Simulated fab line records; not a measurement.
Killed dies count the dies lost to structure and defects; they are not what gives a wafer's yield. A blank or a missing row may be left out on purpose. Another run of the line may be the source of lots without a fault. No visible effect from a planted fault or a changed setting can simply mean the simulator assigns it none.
Lot-split experiment / flow n5_finfet / 7 lots, 21 wafers read, on a route of 1938 steps

SPLIT DETAILS
At N5_GATE_CUT_ALD_22 (deposits SiNx, target thk 16 nm, pulse time 1 s, ald cycles 320), the setting ald_cycles was moved away from the recipe's 320 on 5 of the 21 wafers read, by +10.0% to +15.0%. All remaining wafers had this setting at the recipe value.

The reading is taken at the split's own step.

THE READING
SiNx_of_GATE_CUT_ALD_22.thk_nm (the simulator's own value, which no gauge read), in nm, at N5_GATE_CUT_ALD_22 (deposits SiNx, target thk 16 nm, pulse time 1 s, ald cycles 320). There is no usual value for it anywhere in the file. Across the 16 wafers here that went through the recipe, the average is 15.9 nm and the standard deviation 0.087 nm.

wafer=L076.1; tool, chamber at the split=ald_sin-03, 3; ald_cycles as run=320; against the recipe=recipe; SiNx_of_GATE_CUT_ALD_22.thk_nm, nm=15.8; against lot-mates on the recipe=-
wafer=L076.5; tool, chamber at the split=ald_sin-03, 2,3; ald_cycles as run=320; against the recipe=recipe; SiNx_of_GATE_CUT_ALD_22.thk_nm, nm=16; against lot-mates on the recipe=-
wafer=L076.6; tool, chamber at the split=ald_sin-03, 2,3; ald_cycles as run=320; against the recipe=recipe; SiNx_of_GATE_CUT_ALD_22.thk_nm, nm=16; against lot-mates on the recipe=-
wafer=L080.2; tool, chamber at the split=ald_sin-02, 0; ald_cycles as run=368; against the recipe=+15.0%; SiNx_of_GATE_CUT_ALD_22.thk_nm, nm=18.4; against lot-mates on the recipe=+2.4
wafer=L080.4; tool, chamber at the split=ald_sin-02, 2,0; ald_cycles as run=320; against the recipe=recipe; SiNx_of_GATE_CUT_ALD_22.thk_nm, nm=16; against lot-mates on the recipe=-
wafer=L080.5; tool, chamber at the split=ald_sin-02, 2,0; ald_cycles as run=320; against the recipe=recipe; SiNx_of_GATE_CUT_ALD_22.thk_nm, nm=16; against lot-mates on the recipe=-
wafer=L081.2; tool, chamber at the split=ald_sin-01, 2,3; ald_cycles as run=320; against the recipe=recipe; SiNx_of_GATE_CUT_ALD_22.thk_nm, nm=15.8; against lot-mates on the recipe=-
wafer=L081.4; tool, chamber at the split=ald_sin-01, 2,3; ald_cycles as run=320; against the recipe=recipe; SiNx_of_GATE_CUT_ALD_22.thk_nm, nm=15.8; against lot-mates on the recipe=-
wafer=L081.3; tool, chamber at the split=ald_sin-01, 0; ald_cycles as run=320; against the recipe=recipe; SiNx_of_GATE_CUT_ALD_22.thk_nm, nm=16; against lot-mates on the recipe=-
wafer=L084.3; tool, chamber at the split=ald_sin-03, 0; ald_cycles as run=355; against the recipe=+10.9%; SiNx_of_GATE_CUT_ALD_22.thk_nm, nm=17.8; against lot-mates on the recipe=+1.8
wafer=L084.5; tool, chamber at the split=ald_sin-03, 3,0; ald_cycles as run=320; against the recipe=recipe; SiNx_of_GATE_CUT_ALD_22.thk_nm, nm=16; against lot-mates on the recipe=-
wafer=L084.6; tool, chamber at the split=ald_sin-03, 3,0; ald_cycles as run=320; against the recipe=recipe; SiNx_of_GATE_CUT_ALD_22.thk_nm, nm=16; against lot-mates on the recipe=-
wafer=L091.1; tool, chamber at the split=ald_sin-01, 0,1; ald_cycles as run=320; against the recipe=recipe; SiNx_of_GATE_CUT_ALD_22.thk_nm, nm=16; against lot-mates on the recipe=-
wafer=L091.4; tool, chamber at the split=ald_sin-01, 0,1; ald_cycles as run=320; against the recipe=recipe; SiNx_of_GATE_CUT_ALD_22.thk_nm, nm=16; against lot-mates on the recipe=-
wafer=L091.5; tool, chamber at the split=ald_sin-01, 3; ald_cycles as run=320; against the recipe=recipe; SiNx_of_GATE_CUT_ALD_22.thk_nm, nm=15.8; against lot-mates on the recipe=-
wafer=L093.3; tool, chamber at the split=ald_sin-01, 0,1,2; ald_cycles as run=320; against the recipe=recipe; SiNx_of_GATE_CUT_ALD_22.thk_nm, nm=16; against lot-mates on the recipe=-
wafer=L093.5; tool, chamber at the split=ald_sin-01, 0,1,2; ald_cycles as run=320; against the recipe=recipe; SiNx_of_GATE_CUT_ALD_22.thk_nm, nm=16; against lot-mates on the recipe=-
wafer=L093.6; tool, chamber at the split=ald_sin-01, 0,1,2; ald_cycles as run=320; against the recipe=recipe; SiNx_of_GATE_CUT_ALD_22.thk_nm, nm=16; against lot-mates on the recipe=-
wafer=L094.1; tool, chamber at the split=ald_sin-01, 3,0; ald_cycles as run=352; against the recipe=+10.0%; SiNx_of_GATE_CUT_ALD_22.thk_nm, nm=17.6; against lot-mates on the recipe=no lot-mate on the recipe
wafer=L094.5; tool, chamber at the split=ald_sin-01, 3,0; ald_cycles as run=352; against the recipe=+10.0%; SiNx_of_GATE_CUT_ALD_22.thk_nm, nm=17.6; against lot-mates on the recipe=no lot-mate on the recipe
wafer=L094.2; tool, chamber at the split=ald_sin-01, 2; ald_cycles as run=352; against the recipe=+10.0%; SiNx_of_GATE_CUT_ALD_22.thk_nm, nm=17.4; against lot-mates on the recipe=no lot-mate on the recipe
Rows listing several chambers each stand for several wafers; the file does not say which wafer went through which chamber.

FIT RESULTS
A straight line over all 21 wafers: SiNx_of_GATE_CUT_ALD_22.thk_nm changes by +0.162 nm for each +1% of ald_cycles; r = +0.99; the points scatter about the line by 0.091 nm.
The same after taking each lot's own level away (the mean of its wafers on the recipe; 18 wafers): +0.162 nm for each +1%; r = +0.99; scatter 0.071 nm.
On that fit, the largest move of ald_cycles shifts the reading by 2.4 nm.
From 15.87 to 16.00 nm: that is the span of the lots' own levels, equal to 1.5 times the standard deviation above.
Hence the lot-to-lot level has little effect on the slope; both slopes agree.
Check: +2.47 nm against its lot-mates is what the line predicts for one of the wafers moved furthest among these (+15.0%) when that wafer is left out of the fit. It came out at +2.4 nm against them.

FURTHER SPLITS ON THESE WAFERS
These wafers also went through other splits before the reading. Each is held against what the fit with the lots' levels taken away leaves over:
other split on the same wafers=N5_SD_EPI_P_ETCH_16 target_depth_a; wafers away from the commonest value=5; r with SiNx_of_GATE_CUT_ALD_22.thk_nm (lot level and that fit taken away)=-0.14
other split on the same wafers=N5_HKMG_FIN_ETCH_55 time_s; wafers away from the commonest value=5; r with SiNx_of_GATE_CUT_ALD_22.thk_nm (lot level and that fit taken away)=-0.06
other split on the same wafers=N5_HKMG_FIN_ETCH_58 source_w; wafers away from the commonest value=5; r with SiNx_of_GATE_CUT_ALD_22.thk_nm (lot level and that fit taken away)=-0.14
other split on the same wafers=N5_GATE_CUT_ETCH_58 bias_w; wafers away from the commonest value=8; r with SiNx_of_GATE_CUT_ALD_22.thk_nm (lot level and that fit taken away)=+0.14

THE FILE'S OWN FIT
SiNx_of_GATE_CUT_ALD_22.thk_nm changes by +0.162 nm for each +1% of ald_cycles, r = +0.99.
